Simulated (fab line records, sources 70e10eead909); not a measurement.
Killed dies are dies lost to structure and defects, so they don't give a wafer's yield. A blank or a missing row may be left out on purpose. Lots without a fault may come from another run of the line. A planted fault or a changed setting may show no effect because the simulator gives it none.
A struck lot beside a sound one | flow nand_harc | 14 steps out of a route of 1302
Sound: wafers L583.1, L583.2, L583.6. Struck: wafers L591.1, L591.5. The cause comes at the end.
At each step with rows: each side's tool, then ch and its chambers, then its first start. Under that, the readings that differ: sound wafers | struck wafers | difference of the means | sigmas: that difference in standard deviations of wafers without a fault.
alike: readings whose means differ by less than 2 such deviations, and words and numbers that are the same on both sides. not compared: withheld readings, readings that some wafer has no value for, bounds like >300 that may hide the same value, and numbers for which the record gives no deviation and whose values overlap.
The two part at a step that has a row with sigmas, a row that says differs or no value, or rows on one side only. Numbers that don't overlap but have no deviation are shown without sigmas and don't part them. A reading that every wafer of one side lacks parts them only if that side has two wafers or more.

first, 6 steps without rows for these wafers: NHARC_A_DECK1_JOINT_CVD_34 (deposits SiNx, target thk 20 nm); NHARC_A_DECK1_JOINT_DEP_06 (deposits SiOx, target thk 80 nm); NHARC_A_DECK1_JOINT_CURE_26 (time 32 s); NHARC_A_DECK1_JOINT_ANNEAL_27 (time 3600 s); NHARC_A_DECK1_JOINT_ANNEAL_28 (time 1800 s); NHARC_A_DECK1_JOINT_ANNEAL_29 (time 1800 s).
NHARC_A_DECK1_JOINT_CMP_02: polishes SiOx.
  sound on cmp-02 ch 1,2,3, day 16 03:13; struck on cmp-03 ch 0,3, day 19 16:17
  alike: motor_current_A, retaining_ring_pressure_frac
then, 1 step without rows for these wafers: NHARC_A_DECK1_JOINT_SRD_15.
NHARC_A_DECK1_JOINT_DEP_16: deposits SiO2, target thk 45 nm.
  sound on pecvd-02 ch 0,1,2, day 16 03:35; struck on pecvd-03 ch 0,2, day 19 16:43
  alike: heater_power_w, susceptor_temp_C, throttle_valve_pct
NHARC_A_DECK1_JOINT_THK_MEAS_17: measures by ellipsometry.
  sound on film_metro-01, day 16 03:52; struck on film_metro-01, day 19 16:56
  alike: thk_nm
NHARC_A_DECK1_JOINT_INSPECT_05:
  sound on defect_inspect-01, day 16 03:54; struck on defect_inspect-01, day 19 16:58
  alike: raw_defect_count
NHARC_A_ONON_D2_DEP_00: target thk 1000 nm.
  sound on pecvd_onon-01 ch 0, day 16 03:58; struck on pecvd_onon-02 ch 0, day 19 17:02
  alike: nh3_flow_sccm, susceptor_temp_C
NHARC_A_ONON_D2_THK_MEAS_02: measures by ellipsometry.
  sound on film_metro-02, day 16 04:29; struck on film_metro-01, day 19 17:32
  reading     | sound       | struck  | difference | sigmas
  thk_nm (nm) | 989 988 992 | 926 927 | -63        | -8
then, 1 step without rows for these wafers: NHARC_A_ONON_D2_DEP_03 (target thk 1000 nm).

WHERE THEY PART
Only at NHARC_A_ONON_D2_THK_MEAS_02, within this record.

WHY: what the simulator had put in
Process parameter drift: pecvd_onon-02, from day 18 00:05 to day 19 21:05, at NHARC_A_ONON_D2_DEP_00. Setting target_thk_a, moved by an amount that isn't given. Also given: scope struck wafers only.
